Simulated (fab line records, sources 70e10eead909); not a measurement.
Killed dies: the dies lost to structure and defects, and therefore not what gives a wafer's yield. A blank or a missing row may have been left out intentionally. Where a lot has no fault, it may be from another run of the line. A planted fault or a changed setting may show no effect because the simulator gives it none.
Which of the tools did it? | flow nand_harc | 6 lots, 18 wafers sampled, at 4 steps of a route of 1302

## WHAT THE GAUGES READ, wafer by wafer
NHARC_A_CONTACT_CD_MEAS_42: the cd target is 300 nm.
lot  | measured     | on        | cd_nm (nm)
L485 | day 22 03:00 | cd_sem-01 | 300.1 299.7 299.3
L489 | day 24 00:22 | cd_sem-02 | 300.5 301.0 300.5
L497 | day 26 18:36 | cd_sem-03 | 301.5 300.5 301.0
L502 | day 29 08:04 | cd_sem-03 | 299.7 300.1 299.9
L505 | day 30 12:58 | cd_sem-01 | 299.7 299.2 299.3
L506 | day 31 04:04 | cd_sem-03 | 299.3 300.4 300.7

## WHAT TOOL EACH LOT RAN ON (gives the tool, then ch and the chambers of the sampled wafers, and finally the start)
lot  | NHARC_A_WL_FILL_CVD_20                   | NHARC_A_CONTACT_DEP_28        | NHARC_A_CONTACT_EXPOSE_39
L485 | cvd_w-01 ch 0,1, day 21 22:03 or earlier | acl_dep-03 ch 0, day 21 22:03 | arfi_scanner-02 ch 0, day 22 02:52
L489 | cvd_w-02 ch 0,1, day 23 21:31 or earlier | acl_dep-01 ch 0, day 23 21:31 | arfi_scanner-02 ch 0, day 24 00:14
L497 | cvd_w-02 ch 0,1, day 26 15:10 or earlier | acl_dep-03 ch 0, day 26 15:10 | arfi_scanner-02 ch 0, day 26 18:28
L502 | cvd_w-02 ch 0,1, day 29 03:04 or earlier | acl_dep-01 ch 0, day 29 03:04 | arfi_scanner-01 ch 0, day 29 07:55
L505 | cvd_w-02 ch 0,1, day 30 08:41 or earlier | acl_dep-02 ch 0, day 30 08:41 | arfi_scanner-03 ch 0, day 30 12:50
L506 | cvd_w-02 ch 0,1, day 30 23:14 or earlier | acl_dep-01 ch 0, day 30 23:14 | arfi_scanner-01 ch 0, day 31 03:55
- NHARC_A_WL_FILL_CVD_20: deposits W, target thk 100 nm, time 74 s.
- NHARC_A_CONTACT_DEP_28: deposits aC, target thk 7000 nm.
- NHARC_A_CONTACT_EXPOSE_39: exposes mask A CC 3.

## THE ANSWER, worked out from the rows above alone
Rule: the usual values come from the lots themselves. Put in order of their means at a reading, lots are off if they are a third of the lots or fewer, leave a main group of 4 or more, and stand apart from it by a gap of 3 or more times the standard deviation of the main group's means; of several such gaps the widest counts. Not used: any main group whose means are identical at the precision the tables above print for the reading. A lot without any number at a reading at which 4 lots or more have one is off too. Where the step has rows for the other lots, those lots are counted as sound.
Nothing can be told from this: no lot is off at any reading shown.

## WHAT THE SIMULATOR PUT IN
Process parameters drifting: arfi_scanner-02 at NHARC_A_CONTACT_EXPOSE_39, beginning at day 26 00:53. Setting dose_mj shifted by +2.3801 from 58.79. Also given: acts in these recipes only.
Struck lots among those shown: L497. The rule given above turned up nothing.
